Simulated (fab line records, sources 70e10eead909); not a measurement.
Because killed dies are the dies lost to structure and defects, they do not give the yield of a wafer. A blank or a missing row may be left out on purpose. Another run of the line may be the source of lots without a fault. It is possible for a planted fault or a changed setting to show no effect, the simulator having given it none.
Comparing a struck lot with a sound one    flow nand harc    27 out of 1302 route steps
Sound: the wafers L187.1, L187.3, L187.6. Struck: wafer L189.3. (L189.2, L189.5 of the same lot were not struck and are left out.) The cause comes at the end.
Per side, at each step with rows, come the tool, then ch with its chambers, and then its first start. Under that, the readings that differ: sound wafers    struck wafers    difference of the means    sigmas: that difference in standard deviations of wafers without a fault.
alike: a reading whose means differ by less than 2 such deviations, as well as words and numbers matching on both sides. not compared: withheld readings; readings where some wafer has no value; bounds like >300 that might hide an equal value; numbers whose values overlap and for which the record gives no deviation.
Wherever a step has rows on one side only, a row that says differs or no value, or a row with sigmas, the two part there. Non-overlapping numbers with no deviation appear without sigmas and do not part them. A reading missing from all wafers of one side parts the sides only when that side holds two or more wafers.

NHARC_A_CHANNEL_HOLE_D2_OVL_MEAS_11:
  sound on overlay-02 at day 13 03:58; struck on overlay-02 at day 13 13:09
reading            sound           struck  difference  sigmas
overlay y nm (nm)  -1.4 -1.6 -2.1  1.0     +2.7        +4
  alike: overlay x nm
NHARC_A_CHANNEL_HOLE_D2_INSPECT_12:
  sound on defect inspect-01 at day 13 04:01; struck on defect inspect-02 at day 13 13:11
  alike: raw defect count
then, 2 steps without rows for these wafers: NHARC_A_CHANNEL_HOLE_D2_DESCUM_15 (chemistry O2, time 3 s); NHARC_A_CHANNEL_HOLE_D2_ETCH_38 (etches the open film in CF4, target depth 39 nm, time 65 s).
NHARC_A_CHANNEL_HOLE_D2_ETCH_39: etches the open film in N2/H2, target depth 260 nm, time 325 s.
  sound on rie diel-05 ch 2,3; struck on rie diel-06 ch 1
  alike: chamber pressure mTorr, drypump motor current A, mfc ar sccm, oes product au, rf vpp V, showerhead plenum p Torr, throttle valve pct
  not compared: rf hours counter h
then, 2 steps without rows for these wafers: NHARC_A_CHANNEL_HOLE_D2_ETCH_34 (etches the open film in CF4/CHF3, target depth 154 nm, time 77 s); NHARC_A_CHANNEL_HOLE_D2_ETCH_16 (etches the open film in O2/COS, target depth 3100 nm, time 806 s).
NHARC_A_CHANNEL_HOLE_D2_CD_MEAS_18:
  sound on cd sem-01 at day 13 05:13; struck on cd sem-01 at day 13 14:22
  alike: cd nm
then, 1 step without rows for these wafers: NHARC_A_CHANNEL_HOLE_D2_ETCH_19 (etches the open film in C4F8/O2/Ar, time 34.5 s).
NHARC_A_CHANNEL_HOLE_D2_ETCH_20: etches the open film in C4F8/O2/Ar, time 361.9 s, target depth 1600 nm.
  sound on har etch-02 ch 0, day 13 06:25; struck on har etch-02 ch 1, day 13 18:48
reading                          sound           struck  difference  sigmas
drypump motor current A (A)      6.49 6.49 6.49  5.98    -0.51       -2
showerhead plenum p Torr (Torr)  3.47 3.46 3.46  3.93    +0.47       +3
  alike: chamber pressure mTorr, he backside leak sccm, mfc ar sccm, throttle valve pct
  not compared: rf hours counter h
NHARC_A_CHANNEL_HOLE_D2_ETCH_21: etches the open film in C4F8/O2/Ar, time 514.3 s, target depth 1600 nm.
  sound on har etch-02 ch 0, day 13 07:02; struck on har etch-02 ch 1, day 13 19:07
reading                          sound              struck  difference  sigmas
drypump motor current A (A)      6.52 6.50 6.51     5.97    -0.54       -3
mfc ar sccm (sccm)               375.9 376.9 376.8  374.0   -2.5        -2
showerhead plenum p Torr (Torr)  3.46 3.46 3.46     3.93    +0.47       +3
  alike: chamber pressure mTorr, he backside leak sccm, throttle valve pct
  not compared: rf hours counter h
NHARC_A_CHANNEL_HOLE_D2_ETCH_22: etches the open film in C4F8/O2/Ar, time 666.7 s, target depth 1600 nm.
  sound on har etch-02 ch 0, day 13 07:55; struck on har etch-02 ch 1, day 13 19:34
reading                          sound           struck  difference  sigmas
drypump motor current A (A)      6.49 6.48 6.47  5.99    -0.49       -2
showerhead plenum p Torr (Torr)  3.46 3.46 3.46  3.93    +0.47       +3
  alike: chamber pressure mTorr, he backside leak sccm, mfc ar sccm, throttle valve pct
  not compared: rf hours counter h
NHARC_A_CHANNEL_HOLE_D2_ETCH_23: etches the open film in C4F8/O2/Ar, time 819 s, target depth 1600 nm.
  sound on har etch-02 ch 0, day 13 09:02; struck on har etch-02 ch 1, day 13 20:07
reading                          sound           struck  difference  sigmas
drypump motor current A (A)      6.48 6.50 6.48  6.01    -0.48       -2
showerhead plenum p Torr (Torr)  3.46 3.46 3.46  3.93    +0.47       +3
  alike: chamber pressure mTorr, he backside leak sccm, mfc ar sccm, throttle valve pct
  not compared: rf hours counter h
then, 7 steps without rows for these wafers: NHARC_A_CHANNEL_HOLE_D2_ETCH_24 (etches the open film in C4F8/O2/Ar, time 906.2 s, target depth 1500 nm); NHARC_A_CHANNEL_HOLE_D2_ETCH_25 (etches the open film in C4F8/O2/Ar, time 1040.2 s, target depth 1500 nm); NHARC_A_CHANNEL_HOLE_D2_ETCH_26 (etches the open film in C4F8/O2/Ar, time 224.1 s, target depth 300 nm); NHARC_A_CHANNEL_HOLE_D2_ETCH_27 (etches the open film in C4F8/O2/Ar, time 90 s, target depth 400 nm); NHARC_A_CHANNEL_HOLE_D2_STRIP_41 (strips in N2/H2); NHARC_A_CHANNEL_HOLE_D2_STRIP_42 (strips in CF4/CHF3); NHARC_A_CHANNEL_HOLE_D2_STRIP_43 (strips in O2/COS).
NHARC_A_CHANNEL_HOLE_D2_ETCH_44: etches the open film in CF4/O2, target depth 140 nm, overetch 14 nm, time 77 s.
  sound on rie diel-05 ch 1,2, day 13 15:06; struck on rie diel-06 ch 1, day 13 23:23
  alike: chamber pressure mTorr, drypump motor current A, mfc ar sccm, oes product au, rf vpp V, showerhead plenum p Torr, throttle valve pct
  not compared: rf hours counter h
then, 3 steps without rows for these wafers: NHARC_A_CHANNEL_HOLE_D2_STRIP_28 (strips in O2); NHARC_A_CHANNEL_HOLE_D2_PRECLEAN_29 (cleans in SC1); NHARC_A_CHANNEL_HOLE_D2_SRD_30.
NHARC_A_CHANNEL_HOLE_D2_CD_MEAS_31:
  sound on cd sem-03 at day 13 16:02; struck on cd sem-03 at day 14 00:11
  alike: cd nm
NHARC_A_CHANNEL_HOLE_D2_XSEM_32:
  sound on xsem-01 ch 0, day 13 16:07; struck on xsem-02 ch 0
  alike: bot cd nm, tilt deg
  not compared: bow nm
NHARC_A_CHANNEL_HOLE_D2_INSPECT_40:
  sound on defect inspect-02 at day 13 16:13; struck on defect inspect-02 at day 14 02:26
  alike: raw defect count

WHERE THEY PART
Earliest at NHARC_A_CHANNEL_HOLE_D2_OVL_MEAS_11; latest, in this record, at NHARC_A_CHANNEL_HOLE_D2_ETCH_23. Later steps at which nothing parts them and some readings are alike: NHARC_A_CHANNEL_HOLE_D2_ETCH_44, NHARC_A_CHANNEL_HOLE_D2_CD_MEAS_31, NHARC_A_CHANNEL_HOLE_D2_XSEM_32, NHARC_A_CHANNEL_HOLE_D2_INSPECT_40.

WHY: what had been put in by the simulator
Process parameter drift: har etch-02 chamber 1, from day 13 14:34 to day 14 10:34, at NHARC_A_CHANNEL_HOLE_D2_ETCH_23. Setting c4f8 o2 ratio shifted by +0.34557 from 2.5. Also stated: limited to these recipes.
